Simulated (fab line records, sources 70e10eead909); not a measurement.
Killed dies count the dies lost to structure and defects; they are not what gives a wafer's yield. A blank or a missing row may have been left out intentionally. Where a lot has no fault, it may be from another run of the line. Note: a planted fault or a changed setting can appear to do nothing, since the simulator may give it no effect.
Comparing a struck lot with a sound one | flow nand_harc | 15 steps out of a route of 1302
Sound: these wafers, L335.2, L335.3, L335.5. Struck: wafers L341.1, L341.2, L341.4. The cause comes at the end.
Per side, at each step with rows, come the tool, then ch with its chambers, and then its first start. Under that, the readings that differ: sound wafers | struck wafers | difference of the means | sigmas: that difference in standard deviations of wafers without a fault.
alike: readings whose means differ by less than 2 such deviations, and words and numbers that are the same on both sides. not compared: withheld readings, readings that some wafer has no value for, bounds like >300 that may hide the same value, and numbers for which the record gives no deviation and whose values overlap.
A row with sigmas, a row that says differs or no value, or rows on one side alone: a step with any of these is where the two part. Non-overlapping numbers with no deviation appear without sigmas and do not part them. A reading missing from all wafers of one side parts the sides only when that side holds two or more wafers.

NHARC_P_CONTACT_INSPECT_14:
  sound on defect_inspect-01, day 9 03:08; struck on defect_inspect-02, day 11 22:10
  alike: raw_defect_count
NHARC_P_CONTACT_DESCUM_17: chemistry O2, time 3 s.
  sound on rie_diel-12 ch 0,1, day 9 03:11; struck on rie_diel-08 ch 0,2,3, day 11 22:13
  reading               | sound             | struck            | difference | sigmas
  oes_product_au (a.u.) | 1.006 0.980 0.985 | 1.022 1.011 1.008 | +0.023     | +2
  alike: drypump_motor_current_A, rf_vpp_V, showerhead_plenum_p_Torr, throttle_valve_pct
  not compared: rf_hours_counter_h
NHARC_P_CONTACT_ETCH_35: etches the open film in CF4, target depth 39 nm, time 65 s.
  sound on rie_diel-12 ch 1,2,3, day 9 03:17; struck on rie_diel-08 ch 0,1,2, day 11 22:18
  alike: drypump_motor_current_A, oes_product_au, rf_vpp_V, showerhead_plenum_p_Torr, throttle_valve_pct
  not compared: rf_hours_counter_h
NHARC_P_CONTACT_ETCH_36: etches the open film in N2/H2, target depth 260 nm, time 406.25 s.
  sound on rie_diel-12 ch 0,1,2; struck on rie_diel-08 ch 0,2,3
  alike: drypump_motor_current_A, oes_product_au, rf_vpp_V, showerhead_plenum_p_Torr, throttle_valve_pct
  not compared: rf_hours_counter_h
then, 2 steps without rows for these wafers: NHARC_P_CONTACT_ETCH_18 (etches the open film in C4F8/O2/Ar, target depth 481 nm, time 240.5 s); NHARC_P_CONTACT_STRIP_37 (strips in C4F8/O2/Ar).
NHARC_P_CONTACT_ETCH_31: etches the open film in CH3F/O2, target depth 30 nm, time 85.7 s.
  sound on rie_diel-12 ch 1,2; struck on rie_diel-08 ch 0,1,2
  alike: drypump_motor_current_A, oes_product_au, rf_vpp_V, showerhead_plenum_p_Torr, throttle_valve_pct
  not compared: rf_hours_counter_h
NHARC_P_CONTACT_CD_MEAS_19:
  sound on cd_sem-03, day 9 04:04; struck on cd_sem-03, day 11 23:05
  alike: cd_nm
NHARC_P_CONTACT_STRIP_28: strips in O2.
  sound on rie_diel-12 ch 0,1,3, day 9 04:08; struck on rie_diel-08 ch 0,1,3, day 11 23:10
  alike: drypump_motor_current_A, oes_product_au, rf_vpp_V, showerhead_plenum_p_Torr, throttle_valve_pct
  not compared: rf_hours_counter_h
then, 3 steps without rows for these wafers: NHARC_P_CONTACT_STRIP_29 (strips in post etch residue remover, time 1200 s); NHARC_P_CONTACT_DEGAS_38 (time 60 s); NHARC_P_CONTACT_PRE_CLEAN_39 (time 19.5 s).
NHARC_P_CONTACT_PVD_32: deposits Ti, target thk 5 nm, time 17.7 s.
  sound on pvd_sputter-01, day 9 04:55; struck on pvd_sputter-03, day 12 00:11
  alike: throttle_valve_pct
then, 1 step without rows for these wafers: NHARC_P_CONTACT_ALD_22 (deposits TiN, target thk 3 nm, pulse time 1 s, ald cycles 150).
-- break in the record here, with 19 days between the starts of the struck wafers on either side (left off in module P_CONTACT, picked up again in module END, where the first step shown is number 1302 on the route) --
NHARC_END_SORT_01:
  sound on prober-01 ch 0, day 27 13:08; struck on prober-01 ch 0, day 31 08:21
  alike: killed_at_array, killed_at_other, killed_at_periphery, killed_dies, killed_open, killed_short

== WHERE THEY PART ==
At NHARC_P_CONTACT_DESCUM_17 and nowhere else, as far as this record goes. Later steps at which nothing parts them and some readings are alike: NHARC_P_CONTACT_ETCH_35, NHARC_P_CONTACT_ETCH_36, NHARC_P_CONTACT_ETCH_31, NHARC_P_CONTACT_CD_MEAS_19, NHARC_P_CONTACT_STRIP_28, NHARC_P_CONTACT_PVD_32, NHARC_END_SORT_01.

WHY: what the simulator had put in
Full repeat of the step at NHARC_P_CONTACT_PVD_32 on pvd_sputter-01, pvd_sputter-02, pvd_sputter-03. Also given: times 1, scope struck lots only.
